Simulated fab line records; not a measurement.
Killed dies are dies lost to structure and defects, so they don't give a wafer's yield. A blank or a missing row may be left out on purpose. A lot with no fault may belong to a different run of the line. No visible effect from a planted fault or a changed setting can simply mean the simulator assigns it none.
Comparing a struck lot with a sound one || flow n5Finfet || 22 out of 1938 route steps
Sound: these wafers, L372.2, L372.3, L372.4. The struck wafers were L368.3, L368.4, L368.5. The cause is given at the end.
Per side, at each step with rows, come the tool, then ch with its chambers, and then its first start. Under that, the readings that differ: sound wafers || struck wafers || difference of the means || sigmas: that difference in standard deviations of wafers without a fault.
alike: readings whose means differ by less than 2 such deviations, and words and numbers that are the same on both sides. not compared: withheld readings, readings that some wafer has no value for, bounds like >300 that may hide the same value, and numbers for which the record gives no deviation and whose values overlap.
The two part at a step that has a row with sigmas, a row that says differs or no value, or rows on one side only. Numbers that don't overlap but have no deviation are shown without sigmas and don't part them. A reading missing from all wafers of one side parts the sides only when that side holds two or more wafers.

N5_STI_FIN_REVEAL_THK_MEAS_05:
  struck on filmMetro-02, day 3 15:31; sound on filmMetro-01, day 4 15:52
  alike: thkNm
N5_STI_FIN_REVEAL_DENSIFY_30:
  sound on rtpAnneal-01 ch 0, day 4 15:55; struck on rtpAnneal-01 ch 0, day 3 15:37
  alike: lampPowerPct
  not compared: wafer_temp_C_max
N5_STI_FIN_REVEAL_ETCHBACK_08: etches SiO2 in C4F6/O2, target depth 30.5 nm, time 10.167 s.
  sound on rieDiel-02 ch 0,1,3, day 4 16:06; struck on rieDiel-04 ch 0,1, day 3 15:46
  alike: chamberPressureMTorr, drypumpMotorCurrentA, oesProductAu, rfVppV, showerheadPlenumPTorr, throttleValvePct
  not compared: rfHoursCounterH
then, 5 steps without rows for these wafers: N5_STI_FIN_REVEAL_STRIP_24 (strips in N2/H2, time 90 s); N5_STI_FIN_REVEAL_PRECLEAN_25 (cleans in SPM, time 90 s); N5_STI_FIN_REVEAL_PRECLEAN_26 (cleans in SC1, time 45 s); N5_STI_FIN_REVEAL_PRECLEAN_29 (cleans in DHF, time 30 s); N5_STI_FIN_REVEAL_SRD_12 (time 30 s).
N5_STI_FIN_REVEAL_RECESS_09: chemistry HF/NH3, target SiO2, afs cycles 11, target depth 42.5 nm, sublimation time 60 s.
  sound on vaporEtch-02 ch 0,1, day 4 16:21; struck on vaporEtch-01 ch 0,1, day 3 16:33
{"reading": "drypumpMotorCurrentA (A)", "sound": "5.4 5.7 5.5", "struck": "6.0 6.5 6.5", "difference": "+0.8", "sigmas": "+2"}
  alike: sublimationTempC
then, 2 steps without rows for these wafers: N5_STI_FIN_REVEAL_STRIP_16 (strips SiNx in H3PO4, target depth 23.8 nm); N5_STI_FIN_REVEAL_PRECLEAN_17 (cleans in NF3:NH3, afs cycles 1, time 20 s, sublimation time 60 s).
N5_STI_FIN_REVEAL_ETCH_34: etches Si in H2, material Si, target depth 0.97 nm.
  sound on rieSi-02 ch 1,2,3, day 4 18:26; struck on rieSi-03 ch 1,3, day 3 18:07
  alike: chamberPressureMTorr, drypumpMotorCurrentA, oesProductAu, throttleValvePct
  not compared: rfHoursCounterH
N5_STI_FIN_REVEAL_OXIDATION_31: chemistry O2 PLASMA REMOTE, time 20 s.
  sound on plasmaAsher-01 ch 0,1, day 4 18:30; struck on plasmaAsher-01 ch 0,1, day 3 18:11
  no value came back on the struck wafers for chamberPressureMTorr (mTorr), drypumpMotorCurrentA (A), heaterPowerW (W); on the sound wafers chamberPressureMTorr (mTorr) reads 1000.3 999.7 1001.2
{"reading": "model.Si_of_PMOS_HMC_CHANNEL_EPI_EPI_26.thkNm (nm)", "sound": "3 3 3", "struck": "3.264 3.269 3.324", "difference": "+0.286", "sigmas": ""}
  not compared: rfHoursCounterH
then, 3 steps without rows for these wafers: N5_STI_FIN_REVEAL_PRECLEAN_32 (cleans in NF3:NH3, afs cycles 1, time 20 s, sublimation time 60 s); N5_STI_FIN_REVEAL_STRIP_35 (strips Si3N4 in H3PO4, target depth 4 nm, time 39 s); N5_STI_FIN_REVEAL_SRD_21 (time 30 s).
N5_STI_FIN_REVEAL_OXIDATION_33: chemistry O2 PLASMA REMOTE, time 20 s.
  sound on plasmaAsher-01 ch 0,1, day 4 18:51; struck on plasmaAsher-01 ch 0,1, day 3 18:32
  alike: chamberPressureMTorr, drypumpMotorCurrentA, heaterPowerW
  not compared: rfHoursCounterH
N5_STI_FIN_REVEAL_CLEAN_19: cleans in O3/DIW, time 120 s.
  sound on wetBench-02 ch 1,2,5, day 4 18:56; struck on wetBench-04 ch 0,2,6, day 3 18:37
{"reading": "model.Si_of_PMOS_HMC_CHANNEL_EPI_EPI_26.thkNm (nm)", "sound": "2.4 2.4 2.4", "struck": "2.8 2.8 2.8", "difference": "+0.4", "sigmas": ""}
  alike: bathHeatDutyPct
then, 1 step without rows for these wafers: N5_STI_FIN_REVEAL_SRD_23 (time 30 s).
N5_STI_FIN_REVEAL_CD_MEAS_22: target cd 6.238 nm, pitch 28 nm.
  struck on cdSem-03, day 3 18:41; sound on cdSem-03, day 4 19:01
{"reading": "cdNm (nm)", "sound": "6.53 6.00 6.76", "struck": "7.52 7.79 7.49", "difference": "+1.17", "sigmas": "+5"}
N5_STI_FIN_REVEAL_FIN_H_MEAS_10:
  struck on ocd-02, day 3 18:43; sound on ocd-01, day 4 19:03
  alike: trenchDepthNm
following that, these wafers have no rows for 1 step: N5_PASSIVATION_PROBE_49.

## WHERE THEY PART
First at N5_STI_FIN_REVEAL_RECESS_09; last, within this record, at N5_STI_FIN_REVEAL_CD_MEAS_22. Later steps at which nothing parts them and some readings are alike: N5_STI_FIN_REVEAL_FIN_H_MEAS_10.

WHY: the cause the simulator had injected
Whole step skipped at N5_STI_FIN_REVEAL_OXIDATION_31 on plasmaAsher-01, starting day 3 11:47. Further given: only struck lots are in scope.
